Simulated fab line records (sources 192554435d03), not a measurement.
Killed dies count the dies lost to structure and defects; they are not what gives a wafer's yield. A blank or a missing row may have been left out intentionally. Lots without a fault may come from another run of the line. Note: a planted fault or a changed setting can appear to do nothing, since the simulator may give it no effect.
What tool caused it? || flow n5Finfet || 30 wafers from 10 lots sampled at 3 of the route's 1938 steps

== WHAT EACH GAUGE READ, for each wafer ==
N5_BEOL_M8_CD_MEAS_11 targets a cd of 38.5 nm.
{"lot": "L628", "measured": "day 9 12:19", "on": "cdSem-03", "cdNm (nm)": "38.8 39.2 38.6"}
{"lot": "L629", "measured": "day 9 17:11", "on": "cdSem-02", "cdNm (nm)": "38.3 39.1 39.1"}
{"lot": "L633", "measured": "day 10 06:40", "on": "cdSem-01", "cdNm (nm)": "38.3 38.2 38.1"}
{"lot": "L634", "measured": "day 11 00:04", "on": "cdSem-02", "cdNm (nm)": "38.1 38.5 38.0"}
{"lot": "L636", "measured": "day 11 04:15", "on": "cdSem-03", "cdNm (nm)": "38.8 39.1 39.1"}
{"lot": "L638", "measured": "day 11 20:41", "on": "cdSem-03", "cdNm (nm)": "38.8 39.0 38.6"}
{"lot": "L643", "measured": "day 12 20:10", "on": "cdSem-02", "cdNm (nm)": "38.1 39.2 38.8"}
{"lot": "L646", "measured": "day 14 01:43", "on": "cdSem-01", "cdNm (nm)": "38.6 39.0 39.3"}
{"lot": "L650", "measured": "day 14 15:40", "on": "cdSem-01", "cdNm (nm)": "37.8 37.9 38.1"}
{"lot": "L651", "measured": "day 15 01:13", "on": "cdSem-01", "cdNm (nm)": "38.0 37.9 38.5"}

N5_BEOL_M8_INSPECT_30: inspects for defects (brightfield).
{"lot": "L628", "measured": "day 9 14:11", "on": "defectInspect-02", "rawDefectCount": "330 260 430"}
{"lot": "L629", "measured": "day 9 20:13", "on": "defectInspect-02", "rawDefectCount": "391 427 353"}
{"lot": "L633", "measured": "day 10 09:07", "on": "defectInspect-02", "rawDefectCount": "403 393 468"}
{"lot": "L634", "measured": "day 11 03:06", "on": "defectInspect-01", "rawDefectCount": "359 370 287"}
{"lot": "L636", "measured": "day 11 07:12", "on": "defectInspect-01", "rawDefectCount": "294 261 387"}
{"lot": "L638", "measured": "day 11 21:40", "on": "defectInspect-01", "rawDefectCount": "341 366 465"}
{"lot": "L643", "measured": "day 13 01:07", "on": "defectInspect-02", "rawDefectCount": "414 422 363"}
{"lot": "L646", "measured": "day 14 03:02", "on": "defectInspect-02", "rawDefectCount": "353 605 364"}
{"lot": "L650", "measured": "day 14 17:40", "on": "defectInspect-01", "rawDefectCount": "397 352 556"}
{"lot": "L651", "measured": "day 15 04:49", "on": "defectInspect-02", "rawDefectCount": "206 266 288"}

== WHAT TOOL EACH LOT RAN ON (gives the tool, then ch and the chambers of the sampled wafers, and finally the start) ==
{"lot": "L628", "N5_BEOL_M8_STRIP_19": "rieDiel-04 ch 1,2,3, day 9 13:00"}
{"lot": "L629", "N5_BEOL_M8_STRIP_19": "rieDiel-06 ch 0,2,3, day 9 17:55"}
{"lot": "L633", "N5_BEOL_M8_STRIP_19": "rieDiel-06 ch 0,2,3, day 10 07:32"}
{"lot": "L634", "N5_BEOL_M8_STRIP_19": "rieDiel-01 ch 0,1,3, day 11 00:52"}
{"lot": "L636", "N5_BEOL_M8_STRIP_19": "rieDiel-01 ch 0,2,3, day 11 05:03"}
{"lot": "L638", "N5_BEOL_M8_STRIP_19": "rieDiel-06 ch 0,2,3, day 11 21:13"}
{"lot": "L643", "N5_BEOL_M8_STRIP_19": "rieDiel-06 ch 0,3, day 12 20:59"}
{"lot": "L646", "N5_BEOL_M8_STRIP_19": "rieDiel-04 ch 0,1,3, day 14 02:11"}
{"lot": "L650", "N5_BEOL_M8_STRIP_19": "rieDiel-06 ch 1,2,3, day 14 16:09"}
{"lot": "L651", "N5_BEOL_M8_STRIP_19": "rieDiel-01 ch 0,2,3, day 15 01:43"}
- N5_BEOL_M8_STRIP_19: strips in O2.

== AS READ BY THE TOOLS THEMSELVES (means over the sampled wafers that have a number; for cases with no such wafer, the mark the record gives instead) ==
N5_BEOL_M8_STRIP_19.
{"lot": "L628", "tool": "rieDiel-04", "chamberPressureMTorr (mTorr)": 30.01, "drypumpMotorCurrentA (A)": 5.9, "oesProductAu (a.u.)": 0.78, "rfVppV (V)": 4.0, "showerheadPlenumPTorr (Torr)": 2.10, "throttleValvePct (%)": 16.58}
{"lot": "L629", "tool": "rieDiel-06", "chamberPressureMTorr (mTorr)": 30.02, "drypumpMotorCurrentA (A)": 5.9, "oesProductAu (a.u.)": 0.81, "rfVppV (V)": 3.5, "showerheadPlenumPTorr (Torr)": 2.14, "throttleValvePct (%)": 16.70}
{"lot": "L633", "tool": "rieDiel-06", "chamberPressureMTorr (mTorr)": 29.99, "drypumpMotorCurrentA (A)": 5.9, "oesProductAu (a.u.)": 0.80, "rfVppV (V)": 3.6, "showerheadPlenumPTorr (Torr)": 2.14, "throttleValvePct (%)": 16.71}
{"lot": "L634", "tool": "rieDiel-01", "chamberPressureMTorr (mTorr)": 30.02, "drypumpMotorCurrentA (A)": 5.3, "oesProductAu (a.u.)": 0.88, "rfVppV (V)": 3.5, "showerheadPlenumPTorr (Torr)": 2.11, "throttleValvePct (%)": 16.59}
{"lot": "L636", "tool": "rieDiel-01", "chamberPressureMTorr (mTorr)": 29.99, "drypumpMotorCurrentA (A)": 5.6, "oesProductAu (a.u.)": 0.82, "rfVppV (V)": 3.6, "showerheadPlenumPTorr (Torr)": 2.12, "throttleValvePct (%)": 16.69}
{"lot": "L638", "tool": "rieDiel-06", "chamberPressureMTorr (mTorr)": 30.00, "drypumpMotorCurrentA (A)": 5.9, "oesProductAu (a.u.)": 0.78, "rfVppV (V)": 3.4, "showerheadPlenumPTorr (Torr)": 2.13, "throttleValvePct (%)": 16.75}
{"lot": "L643", "tool": "rieDiel-06", "chamberPressureMTorr (mTorr)": 30.02, "drypumpMotorCurrentA (A)": 6.4, "oesProductAu (a.u.)": 0.71, "rfVppV (V)": 3.9, "showerheadPlenumPTorr (Torr)": 2.17, "throttleValvePct (%)": 16.88}
{"lot": "L646", "tool": "rieDiel-04", "chamberPressureMTorr (mTorr)": 29.99, "drypumpMotorCurrentA (A)": 5.6, "oesProductAu (a.u.)": 0.84, "rfVppV (V)": 3.3, "showerheadPlenumPTorr (Torr)": 2.03, "throttleValvePct (%)": 16.56}
{"lot": "L650", "tool": "rieDiel-06", "chamberPressureMTorr (mTorr)": 30.01, "drypumpMotorCurrentA (A)": 5.8, "oesProductAu (a.u.)": 0.83, "rfVppV (V)": 4.0, "showerheadPlenumPTorr (Torr)": 2.08, "throttleValvePct (%)": 16.59}
{"lot": "L651", "tool": "rieDiel-01", "chamberPressureMTorr (mTorr)": 30.03, "drypumpMotorCurrentA (A)": 5.6, "oesProductAu (a.u.)": 0.78, "rfVppV (V)": 3.3, "showerheadPlenumPTorr (Torr)": 2.11, "throttleValvePct (%)": 16.75}

== THE ANSWER, worked out from the rows above alone ==
Rule: what is usual is taken from the lots themselves. The widest of any qualifying gaps counts: lots, ordered by their means at a reading, are off when they make up no more than a third of the lots, leave a main group of 4 or more, and stand apart from it by 3 or more times the standard deviation of that group's means. A main group is skipped when, at the precision printed for the reading in the tables above, its means are all equal. Also off: a lot with no number at a reading for which 4 or more lots have one. All remaining lots with rows at the step are treated as sound. Order of review: gauges by route order, followed by the tools' own readings, for which a lot's mean as printed above is used. The first step at which some lot is off is used, and at that step the reading that is off furthest; a lot without a number counts as furthest.
None of the lots is off at any reading shown; this tells nothing.

== WHAT HAD BEEN PUT IN BY THE SIMULATOR ==
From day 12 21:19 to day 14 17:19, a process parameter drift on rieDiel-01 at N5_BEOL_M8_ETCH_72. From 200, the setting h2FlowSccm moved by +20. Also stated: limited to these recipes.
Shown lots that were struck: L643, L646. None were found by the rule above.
